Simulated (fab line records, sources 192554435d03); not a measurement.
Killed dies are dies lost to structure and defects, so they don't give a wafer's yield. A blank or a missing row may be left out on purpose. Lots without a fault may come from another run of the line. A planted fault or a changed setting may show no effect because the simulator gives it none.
Chamber matching | flow n5_finfet | N5_BEOL_M13_ETCH_68 on rie_diel-03: 4 sister chambers
The step etches SOC in N2/H2, time 355 s. 16 wafers are shown with their chamber, then 8 later ones without.

WAFERS WITH THEIR CHAMBER
wafer  | chamber | showerhead_plenum_p_Torr (Torr) | oes_product_au (a.u.) | throttle_valve_pct (%)
L079.1 | 1       | 2.63                            | 0.73                  | 18.14
L079.2 | 0       | 2.63                            | 0.70                  | 17.79
L079.3 | 3       | 2.39                            | 0.71                  | 17.62
L080.1 | 0       | 2.62                            | 0.70                  | 17.80
L080.5 | 3       | 2.38                            | 0.71                  | 17.66
L080.6 | 2       | 2.68                            | 0.94                  | 17.65
L083.1 | 3       | 2.38                            | 0.71                  | 17.65
L083.2 | 0       | 2.62                            | 0.70                  | 17.82
L083.5 | 2       | 2.68                            | 0.92                  | 17.65
L086.1 | 2       | 2.67                            | 0.91                  | 17.67
L086.3 | 0       | 2.62                            | 0.70                  | 17.82
L086.5 | 1       | 2.62                            | 0.73                  | 18.17
L088.3 | 2       | 2.67                            | 0.90                  | 17.68
L088.5 | 2       | 2.67                            | 0.91                  | 17.66
L088.6 | 1       | 2.62                            | 0.72                  | 18.17
L091.1 | 3       | 2.38                            | 0.70                  | 17.68

SIGNATURES (means of the wafers above)
reading                  | chamber 0 | chamber 1 | chamber 2 | chamber 3 | scatter within a chamber
showerhead_plenum_p_Torr | 2.6225    | 2.6233    | 2.6740    | 2.3825    | 0.0053
oes_product_au           | 0.7000    | 0.7267    | 0.9160    | 0.7075    | 0.00941
throttle_valve_pct       | 17.8075   | 18.1600   | 17.6620   | 17.6525   | 0.0179
Rule: a wafer's distance from a chamber is the root of the sum, over the readings, of the square of ((its reading less the chamber's mean) divided by the reading's scatter). The wafer belongs to the nearest chamber; if the next one is less than 2 further off, it can't be placed. The scatter: the root of (the sum of the squares of (reading less its chamber's mean) over the shown wafers, divided by (wafers less chambers)).

WAFERS WITHOUT THEIR CHAMBER
wafer  | showerhead_plenum_p_Torr (Torr) | oes_product_au (a.u.) | throttle_valve_pct (%)
L091.2 | 2.62                            | 0.70                  | 17.84
L091.6 | 2.67                            | 0.90                  | 17.70
L095.1 | 2.61                            | 0.68                  | 17.84
L095.3 | 2.62                            | 0.72                  | 18.19
L095.6 | 2.67                            | 0.89                  | 17.67
L096.2 | 2.62                            | 0.71                  | 18.19
L096.3 | 2.67                            | 0.88                  | 17.68
L096.6 | 2.37                            | 0.69                  | 17.70

WHICH CHAMBER EACH WENT THROUGH
wafer  | from the rows above | in truth
L091.2 | 0                   | 0
L091.6 | 2                   | 2
L095.1 | 0                   | 0
L095.3 | 1                   | 1
L095.6 | 2                   | 2
L096.2 | 1                   | 1
L096.3 | 2                   | 2
L096.6 | 3                   | 3
Placed correctly: 8 of 8. Can't be placed from these rows: 0. Placed wrongly: 0.
